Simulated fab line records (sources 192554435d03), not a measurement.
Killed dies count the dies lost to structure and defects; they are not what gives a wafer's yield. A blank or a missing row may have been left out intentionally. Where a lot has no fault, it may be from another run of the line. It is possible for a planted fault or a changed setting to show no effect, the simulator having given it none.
Shared-tool check -- flow n5Finfet -- Lots sampled 10, wafers sampled 30

## THE REASON FOR OPENING IT
3 of 10 lots carry a flag on the reading CJ_N at N5_BEOL_M4_RC_MEAS_101. Wafers without a fault read 4.34, standard deviation 0.07.
Rule: a lot is flagged in two cases, either no wafer of it has a number, or all its wafers with numbers fall more than 4 standard deviations from that mean. The other lots count as sound.

lot,measured,on,"CJ_N, wafer by wafer",flag
L571,day 10 17:33,prober-02,4.21 4.23 4.18,
L573,day 10 22:09,prober-02,4.45 4.37 4.30,
L580,day 11 18:16,prober-01,4.40 4.35 4.34,
L578,day 12 12:07,prober-01,4.49 4.45 4.40,
L581,day 12 20:25,prober-01,2.52 2.56 2.53,FLAGGED
L582,day 12 23:29,prober-02,4.40 4.33 4.35,
L579,day 13 01:56,prober-02,2.60 2.63 2.59,FLAGGED
L583,day 14 01:33,prober-01,2.61 2.63 2.56,FLAGGED
L592,day 16 02:40,prober-01,4.26 4.27 4.32,
L594,day 16 06:34,prober-02,4.23 4.29 4.31,
On average the flagged lots' numbers are 2.58, which is -1.76 against the usual, or -25 standard deviations.

## WHICH TOOL RAN EACH LOT
The record keeps 1 process step preceding the reading, out of 1938 steps on the route. Each cell gives the tool, then ch followed by the chambers the sampled wafers passed through, then the start.
lot,flag,N5_WELL_APT_IMPLANT_32
L571,,"implanter-01 ch 0, day 1 15:04"
L573,,"implanter-02 ch 0, day 2 03:40"
L580,,"implanter-02 ch 0, day 3 21:31"
L578,,"implanter-01 ch 0, day 3 14:13"
L581,FLAGGED,"implanter-01 ch 0, day 4 03:36"
L582,,"implanter-02 ch 0, day 4 09:35"
L579,FLAGGED,"implanter-01 ch 0, day 3 15:38"
L583,FLAGGED,"implanter-01 ch 0, day 4 15:23"
L592,,"implanter-02 ch 0, day 6 21:30"
L594,,"implanter-02 ch 0, day 7 09:29"
These steps, and what they do:
- N5_WELL_APT_IMPLANT_32
- N5_BEOL_M4_RC_MEAS_101

## FLAGGED AGAINST TOTAL, ONE TOOL AT A TIME (gauges that did the reading follow at the end)
step,tool,lots run,flagged,share of the flagged lots,sound lots run after its first flagged lot
N5_WELL_APT_IMPLANT_32,implanter-01,5,3,all,0
N5_WELL_APT_IMPLANT_32,implanter-02,5,0,none,-
N5_BEOL_M4_RC_MEAS_101,prober-01,5,2,some,1 (L592)
N5_BEOL_M4_RC_MEAS_101,prober-02,5,1,some,1 (L594)

## WHAT THE TABLE ALLOWS
1 row of the table ran every flagged lot: implanter-01 at N5_WELL_APT_IMPLANT_32.
- implanter-01 at N5_WELL_APT_IMPLANT_32 ran 5 lots, 3 of them flagged. It ran its last sound lot, L578, at day 3 14:13 and its first flagged lot, L579, at day 3 15:38: a fault with its onset between the two fits. Its own readings (doseIonsCm2, faradayCurrentUA) fall more than 4 standard deviations out on all wafers of the flagged lots.
One tool is left: implanter-01 at N5_WELL_APT_IMPLANT_32.

## WHAT HAD BEEN PUT IN BY THE SIMULATOR
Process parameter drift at N5_WELL_APT_IMPLANT_32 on implanter-01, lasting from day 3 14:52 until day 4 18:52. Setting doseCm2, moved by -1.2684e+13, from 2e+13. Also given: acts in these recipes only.
Lots struck among those shown: L581, L579, L583. The same result came from the rule above.
